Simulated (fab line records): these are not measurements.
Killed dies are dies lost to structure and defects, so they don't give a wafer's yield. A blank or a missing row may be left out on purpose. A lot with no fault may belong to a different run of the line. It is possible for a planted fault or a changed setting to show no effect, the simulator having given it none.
Comparing a struck lot with a sound one | flow n5-finfet | 19 out of 1938 route steps
Sound: these wafers, L674.1, L674.3, L674.6. Struck: wafer L681.2. (L681.1, L681.4 of the same lot were not struck and are left out.) The cause comes at the end.
At each step with rows: each side's tool, then ch and its chambers, then its first start. Under that, the readings that differ: sound wafers | struck wafers | difference of the means | sigmas: that difference in standard deviations of wafers without a fault.
alike: readings with means less than 2 such deviations apart, plus words and numbers identical on both sides. not compared: withheld readings, readings lacking a value on some wafer, bounds such as >300 that could conceal the same value, and numbers that have no deviation in the record and whose values overlap.
Wherever a step has rows on one side only, a row that says differs or no value, or a row with sigmas, the two part there. Numbers that don't overlap but have no deviation are shown without sigmas and don't part them. Lack of a reading on every wafer of one side parts them only where that side has two or more wafers.

first, 4 steps without rows for these wafers: N5_BEOL_M13_ETCH_68 (etches SOC in N2/H2, time 355 s); N5_BEOL_M13_STRIP_69 (strips in N2/H2); N5_BEOL_M13_TRENCH_ETCH_34 (etches SiOC in C4F8/O2/Ar, target depth 413.47 nm, time 162.6 s); N5_BEOL_M13_STRIP_70 (strips in C4F8/O2/Ar).
N5_BEOL_M13_OCD_MEAS_35:
  sound on ocd-01 at day 12 02:18; struck on ocd-02 at day 14 11:25
  alike: trench-depth-nm
N5_BEOL_M13_STRIP_37: strips in N2/H2.
  sound on plasma-asher-01 ch 0,1, day 12 02:20; struck on plasma-asher-02 ch 1, day 14 11:28
  alike: drypump-motor-current-A, heater-power-w, n2-flow-sccm, oes-product-au
  not compared: rf-hours-counter-h
then, 3 steps without rows for these wafers: N5_BEOL_M13_ETCH_38 (etches SiCN in CF4/N2, target depth 67.5 nm, time 71.9 s); N5_BEOL_M13_PRECLEAN_39 (cleans in residue remover, time 60 s); N5_BEOL_M13_SRD_40 (time 30 s, dry time 30 s).
N5_BEOL_M13_DEGAS_41: time 60 s.
  sound on pvd-sputter-03 at day 12 04:28; struck on pvd-sputter-03 at day 14 14:44
  alike: heater-power-w
N5_BEOL_M13_PRE_CLEAN_42: time 30 s.
  sound on pvd-sputter-03 at day 12 04:31; struck on pvd-sputter-03 at day 14 14:46
  alike: heater-power-w
N5_BEOL_M13_SPUTTER_43: material TaN, target thk 15 nm, time 24.19 s.
  sound on pvd-sputter-03 at day 12 04:33; struck on pvd-sputter-03 at day 14 14:49
  alike: throttle-valve-pct
N5_BEOL_M13_SPUTTER_44: material Ta, target thk 10 nm, time 16.13 s.
  sound on pvd-sputter-03 at day 12 04:38; struck on pvd-sputter-03 at day 14 14:53
  reading                                     | sound      | struck | difference | sigmas
  model.Ta_of_BEOL_M13_SPUTTER_44.thk-nm (nm) | 9.8 10 9.8 | 5.8    | -4.1       |
  alike: throttle-valve-pct
N5_BEOL_M13_SPUTTER_45: material Cu, target thk 80 nm, time 13.33 s.
  sound on pvd-sputter-03 at day 12 04:43; struck on pvd-sputter-03 at day 14 14:58
  alike: throttle-valve-pct
then, 2 steps without rows for these wafers: N5_BEOL_M13_ECD_47 (material Cu, target thk 936 nm); N5_BEOL_M13_ANNEAL_48 (time 90 s).
N5_BEOL_M13_CMP_49: polishes, stops on SiOC, t overpolish 17.1 s, target thk 420 nm.
  sound on cmp-04 ch 0,1,3, day 12 05:20; struck on cmp-04 ch 0, day 14 17:00
  reading                      | sound          | struck | difference | sigmas
  barrier-field-endpoint-s (s) | 30.8 29.6 30.3 | 25.2   | -5.0       | -7
  alike: edge-zone-pressure-frac, motor-current-A
N5_BEOL_M13_THK_MEAS_50: measures by xrf.
  sound on film-metro-02 at day 12 05:35; struck on film-metro-01 at day 14 17:16
  alike: M13_THK
N5_PASSIVATION_PROBE_49:
  sound on prober-02 at day 13 06:49; struck on prober-01 at day 15 20:40
  alike: defect-limited-yield, killed_at_M0_to_M3, killed_at_M4_up, killed-at-contacts, killed-at-front-end, killed-at-other, killed-dies, killed-on-rim, killed-open, killed-short, sort_bin_5_function, sort_bin_6_memory, sort_bin_8_speed, sort-n-pass, sort-yield-pct

WHERE THEY PART
Only at N5_BEOL_M13_CMP_49, within this record. Later steps at which nothing parts them and some readings are alike: N5_BEOL_M13_THK_MEAS_50, N5_PASSIVATION_PROBE_49.

WHY: what had been put in by the simulator
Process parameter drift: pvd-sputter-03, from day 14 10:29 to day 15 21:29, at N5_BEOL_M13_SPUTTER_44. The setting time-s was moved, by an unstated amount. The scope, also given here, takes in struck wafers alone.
